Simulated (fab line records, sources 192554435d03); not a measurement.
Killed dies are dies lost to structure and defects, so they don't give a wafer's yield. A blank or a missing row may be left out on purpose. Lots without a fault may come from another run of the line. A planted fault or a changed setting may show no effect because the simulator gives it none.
Split-lot experiment | flow n5_finfet | 7 lots, 21 wafers read, on a route of 1938 steps

THE SPLIT
At N5_BEOL_M6_EXPOSE_25 (exposes mask V5, target cd 40 nm), the setting dose_mj was moved away from the recipe's 45 on 10 of the 21 wafers read, by -7.4% to +5.6%. The other wafers ran this setting at the recipe's value.

FROM THE SPLIT TO THE READING: what the file shows between them, 2 steps
- N5_BEOL_M6_PEB_26: peb time 60 s
- N5_BEOL_M6_DEVELOP_27: develop time 30 s

THE READING
cd_nm, in nm, at N5_BEOL_M6_CD_MEAS_28 (target cd 40 nm). Fault-free wafers of this fab line usually give 40.03 nm, standard deviation 0.23 nm.

wafer  | tool, chamber at the split | dose_mj as run | against the recipe | cd_nm, nm | against lot-mates on the recipe
L074.3 | euv_scanner-01, 0          | 45             | recipe             | 40.27     | -
L074.4 | euv_scanner-01, 0          | 43.58          | -3.2%              | 39.16     | -1.11
L074.6 | euv_scanner-01, 0          | 43.58          | -3.2%              | 39.16     | -1.11
L075.1 | euv_scanner-01, 0          | 43.74          | -2.8%              | 39.24     | no lot-mate on the recipe
L075.3 | euv_scanner-01, 0          | 43.74          | -2.8%              | 39.37     | no lot-mate on the recipe
L075.4 | euv_scanner-01, 0          | 43.74          | -2.8%              | 39.30     | no lot-mate on the recipe
L077.1 | euv_scanner-01, 0          | 45             | recipe             | 39.80     | -
L077.3 | euv_scanner-01, 0          | 45             | recipe             | 40.22     | -
L077.6 | euv_scanner-01, 0          | 45             | recipe             | 39.96     | -
L085.2 | euv_scanner-02, 0          | 45             | recipe             | 39.68     | -
L085.3 | euv_scanner-02, 0          | 45             | recipe             | 39.77     | -
L085.4 | euv_scanner-02, 0          | 45             | recipe             | 39.80     | -
L086.2 | euv_scanner-01, 0          | 45.88          | +2.0%              | 40.60     | +0.55
L086.3 | euv_scanner-01, 0          | 45             | recipe             | 40.05     | -
L086.5 | euv_scanner-01, 0          | 45.88          | +2.0%              | 40.47     | +0.42
L089.1 | euv_scanner-01, 0          | 41.65          | -7.4%              | 37.99     | -2.22
L089.4 | euv_scanner-01, 0          | 45             | recipe             | 40.32     | -
L089.6 | euv_scanner-01, 0          | 45             | recipe             | 40.10     | -
L093.1 | euv_scanner-02, 0          | 45             | recipe             | 40.01     | -
L093.5 | euv_scanner-02, 0          | 47.54          | +5.6%              | 41.17     | +1.16
L093.6 | euv_scanner-02, 0          | 47.54          | +5.6%              | 41.41     | +1.40

THE FIT
A straight line over all 21 wafers: cd_nm changes by +0.25 nm for each +1% of dose_mj; r = +0.97; the points scatter about the line by 0.17 nm.
The same after taking each lot's own level away (the mean of its wafers on the recipe; 18 wafers): +0.273 nm for each +1%; r = +0.98; scatter 0.15 nm.
On that fit, the largest move of dose_mj shifts the reading by 2 nm.
The lots' own levels span 39.750 to 40.270 nm, that is 2.3 times the standard deviation above.
So the lot-to-lot level changes the slope little: the two slopes agree.
Check: with one of the wafers moved furthest among these (-7.4%) left out of the fit, the line predicts -2.01 nm for it against its lot-mates. It came out at -2.22 nm against them.

OTHER SPLITS ON THESE WAFERS
These wafers also went through other splits before the reading. Each is held against what the fit with the lots' levels taken away leaves over:
other split on the same wafers | wafers away from the commonest value | r with cd_nm (lot level and that fit taken away)
N5_BEOL_M5_EXPOSE_25 dose_mj   | 4                                    | -0.29
N5_BEOL_M6_COAT_22 spin_rpm    | 7                                    | +0.15

THE WHOLE CHAIN: every reading that the file lists as answering this split, in the file's order
step                   | what it does                                                     | reading                                                        | change (the file's fit)               | r (the file's)
N5_BEOL_M6_CD_MEAS_28  | target cd 40 nm                                                  | cd_nm                                                          | +0.279 nm for each +1% of the setting | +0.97
N5_BEOL_M6_DESCUM_33   | chemistry O2, time 7 s                                           | BEOL_M6.cd_nm (the simulator's own value, which no gauge read) | +0.243 nm for each +1% of the setting | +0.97
N5_BEOL_M6_ETCH_72     | etches underlayer in N2/H2, target depth 6.5 nm, time 5.2 s      | BEOL_M6.cd_nm (the simulator's own value, which no gauge read) | +0.253 nm for each +1% of the setting | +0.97
N5_BEOL_M6_VIA_ETCH_34 | etches SiCOH lowk in C4F6/O2, target depth 126.3 nm, time 50.9 s | BEOL_M6.cd_nm (the simulator's own value, which no gauge read) | +0.207 nm for each +1% of the setting | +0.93

THE FILE'S OWN FIT
cd_nm changes by +0.279 nm for each +1% of dose_mj, r = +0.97.
